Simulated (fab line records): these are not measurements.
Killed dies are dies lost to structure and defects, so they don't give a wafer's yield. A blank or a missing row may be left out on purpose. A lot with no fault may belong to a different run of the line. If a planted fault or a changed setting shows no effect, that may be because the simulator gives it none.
Chamber matching | flow nand-harc | NHARC_A_ZERO_WELL_ETCH_19 on rie-diel-07 has 4 sister chambers
The step etches the open film in N2/H2, target depth 80 nm, overetch 24 nm, time 87.88 s. 8 wafers are shown with their chamber, then 12 later ones without.

## WAFERS, EACH WITH ITS CHAMBER
wafer  | chamber | drypump-motor-current-A (A) | oes-product-au (a.u.)
L317.6 | 2       | 5.34                        | 1.008
L323.6 | 3       | 5.47                        | 1.023
L324.1 | 3       | 5.46                        | 1.023
L324.5 | 1       | 5.14                        | 0.984
L324.6 | 0       | 5.35                        | 1.007
L325.1 | 0       | 5.36                        | 1.017
L325.5 | 1       | 5.14                        | 0.987
L325.6 | 2       | 5.31                        | 1.012

## WAFERS WITH NO CHAMBER GIVEN
wafer  | drypump-motor-current-A (A) | oes-product-au (a.u.)
L326.1 | 5.14                        | 0.995
L326.3 | 5.33                        | 1.011
L326.6 | 5.33                        | 1.012
L329.2 | 5.34                        | 1.011
L329.3 | 5.35                        | 1.020
L329.4 | 5.13                        | 0.986
L334.2 | 5.34                        | 1.001
L334.3 | 5.35                        | 1.022
L334.5 | 5.33                        | 1.023
L335.1 | 5.47                        | 0.998
L335.2 | 5.35                        | 1.019
L335.3 | 5.33                        | 1.009

## WHICH CHAMBER EACH ONE RAN IN
wafer  | from the rows above     | in truth
L326.1 | 1                       | 1
L326.3 | can't be placed: 2 or 0 | 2
L326.6 | can't be placed: 2 or 0 | 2
L329.2 | can't be placed: 2 or 0 | 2
L329.3 | can't be placed: 0 or 2 | 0
L329.4 | 1                       | 1
L334.2 | can't be placed: 2 or 0 | 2
L334.3 | can't be placed: 0 or 2 | 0
L334.5 | can't be placed: 2 or 0 | 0
L335.1 | 3                       | 3
L335.2 | can't be placed: 0 or 2 | 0
L335.3 | can't be placed: 2 or 0 | 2
Placed correctly: 3 of 12. These rows do not allow placing 9 (true chamber among the candidates in 9). Number placed wrongly: 0.
How it was worked out, from the rows above alone: a wafer's distance from a chamber is the root of the sum, over the readings, of the square of ((its reading less the chamber's mean) divided by the reading's scatter). If the next closest chamber is less than 2 further off than the closest, the wafer can't be placed; otherwise it belongs to the closest. Each chamber's mean is taken over the wafers shown for it. The scatter is the square root of a quotient: the sum, over the shown wafers, of each reading's squared deviation from its chamber's mean, divided by wafers minus chambers.
